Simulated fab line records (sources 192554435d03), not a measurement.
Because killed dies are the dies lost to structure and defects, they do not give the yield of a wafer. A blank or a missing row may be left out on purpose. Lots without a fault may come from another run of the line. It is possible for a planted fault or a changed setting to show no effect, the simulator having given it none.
Split-lot experiment	flow n5_finfet	7 lots, 39 wafers read, on a route of 1938 steps

SPLIT DETAILS
At N5_SDB_ALD_29 (deposits SiNx, target thk 30 nm, pulse time 1 s, ald cycles 600), the setting ald_cycles was moved away from the recipe's 600 on 6 of the 39 wafers read, by -39.7% to -31.5%. This setting was run at the recipe's value on the other wafers.

BETWEEN THE SPLIT AND THE READING: the file shows 1 step in between
- N5_SDB_CMP_30: polishes, stops on poly-Si, t overpolish 1.54 s, target thk 30 nm

THE READING
SiNx_of_SDB_ALD_29.thk_nm (the simulator's own value, which no gauge read), in nm, at N5_DUMMY_REMOVAL_HM_STRIP_01 (strips SiNx in CH3F/O2, stops on poly-Si, target depth 4 nm, time 6.8 s). The file gives no usual value for it. Average 29.4 nm, standard deviation 0.095 nm, over the 33 wafers here run with the recipe.

wafer	tool, chamber at the split	ald_cycles as run	against the recipe	SiNx_of_SDB_ALD_29.thk_nm, nm	against lot-mates on the recipe
L079.1	ald_sin-04, 2,0,3,1	600	recipe	29.4	-
L079.2	ald_sin-04, 2,0,3,1	600	recipe	29.4	-
L079.4	ald_sin-04, 2,0,3,1	600	recipe	29.4	-
L079.3	ald_sin-04, 2,0,3,1	600	recipe	29.2	-
L079.5	ald_sin-04, 1	600	recipe	29.2	-
L079.6	ald_sin-04, 0	600	recipe	29.6	-
L080.1	ald_sin-01, 3,2,1	600	recipe	29.4	-
L080.2	ald_sin-01, 3,2,1	600	recipe	29.4	-
L080.3	ald_sin-01, 3,2,1	600	recipe	29.4	-
L080.4	ald_sin-01, 0,0,1	411	-31.5%	20	-9.4
L080.5	ald_sin-01, 0,0,1	411	-31.5%	20.2	-9.2
L080.6	ald_sin-01, 0,0,1	411	-31.5%	20.2	-9.2
L082.1	ald_sin-04, 1,3,2,1,3	600	recipe	29.4	-
L082.2	ald_sin-04, 1,3,2,1,3	600	recipe	29.4	-
L082.3	ald_sin-04, 1,3,2,1,3	600	recipe	29.4	-
L082.4	ald_sin-04, 1,3,2,1,3	600	recipe	29.4	-
L082.5	ald_sin-04, 1,3,2,1,3	600	recipe	29.4	-
L082.6	ald_sin-04, 2	600	recipe	29.2	-
L083.1	ald_sin-01, 1,0,2,2	600	recipe	29.4	-
L083.2	ald_sin-01, 1,0,2,2	600	recipe	29.4	-
L083.4	ald_sin-01, 1,0,2,2	600	recipe	29.4	-
L083.6	ald_sin-01, 1,0,2,2	600	recipe	29.4	-
L083.3	ald_sin-01, 3	600	recipe	29.2	-
L083.5	ald_sin-01, 3	600	recipe	29.2	-
L085.1	ald_sin-01, 3,2,0	600	recipe	29.4	-
L085.2	ald_sin-01, 3,2,0	600	recipe	29.4	-
L085.4	ald_sin-01, 3,2,0	600	recipe	29.4	-
L085.3	ald_sin-01, 1,1,0	600	recipe	29.2	-
L085.5	ald_sin-01, 1,1,0	600	recipe	29.2	-
L085.6	ald_sin-01, 1,1,0	600	recipe	29.2	-
L092.1	ald_sin-03, 2	362	-39.7%	17.6	-11.8
L092.2	ald_sin-03, 1,3,0	600	recipe	29.4	-
L092.3	ald_sin-03, 1,3,0	600	recipe	29.4	-
L092.4	ald_sin-03, 1,3,0	600	recipe	29.4	-
L092.5	ald_sin-03, 1	362	-39.7%	17.8	-11.6
L092.6	ald_sin-03, 2	362	-39.7%	17.8	-11.6
L095.2	ald_sin-01, 1,2,2	600	recipe	29.4	-
L095.4	ald_sin-01, 1,2,2	600	recipe	29.4	-
L095.5	ald_sin-01, 1,2,2	600	recipe	29.4	-
Rows listing several chambers each stand for several wafers; the file does not say which wafer went through which chamber.

THE FIT
A straight line over all 39 wafers: SiNx_of_SDB_ALD_29.thk_nm changes by +0.293 nm for each +1% of ald_cycles; r = +1.00; the points scatter about the line by 0.098 nm.
The same after taking each lot's own level away (the mean of its wafers on the recipe; 39 wafers): +0.294 nm for each +1%; r = +1.00; scatter 0.092 nm.
The reading moves by 12 nm for the largest change in ald_cycles, on that fit.
Measured against the standard deviation above, the lots' own levels, which go from 29.30 to 29.40 nm, span 1.0 times it.
So the lot-to-lot level changes the slope little: the two slopes agree.
Check: -11.6 nm against its lot-mates is what the line predicts for one of the wafers moved furthest among these (-39.7%) when that wafer is left out of the fit. It came out at -11.8 nm against them.

THE OTHER SPLITS THESE WAFERS WENT THROUGH
Note: prior to the reading, these wafers also went through further splits. Each is held against what the fit with the lots' levels taken away leaves over:
other split on the same wafers	wafers away from the commonest value	r with SiNx_of_SDB_ALD_29.thk_nm (lot level and that fit taken away)
N5_FIN_SAQP_SPACER1_ALD_24 ald_cycles	9	+0.10
N5_DUMMY_GATE_ETCH_31 target_depth_a	12	-0.26

THE WHOLE CHAIN: every reading that the file lists as answering this split, in the file's order
step	what it does	reading	change (the file's fit)	r (the file's)
N5_SDB_ALD_29	deposits SiNx, target thk 30 nm, pulse time 1 s, ald cycles 600	SiNx_of_SDB_ALD_29.thk_nm (the simulator's own value, which no gauge read)	+0.3 nm for each +1% of the setting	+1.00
N5_DUMMY_REMOVAL_HM_STRIP_01	strips SiNx in CH3F/O2, stops on poly-Si, target depth 4 nm, time 6.8 s	SiNx_of_SDB_ALD_29.thk_nm (the simulator's own value, which no gauge read)	+0.294 nm for each +1% of the setting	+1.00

THE FILE'S OWN FIT
SiNx_of_SDB_ALD_29.thk_nm changes by +0.294 nm for each +1% of ald_cycles, r = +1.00.
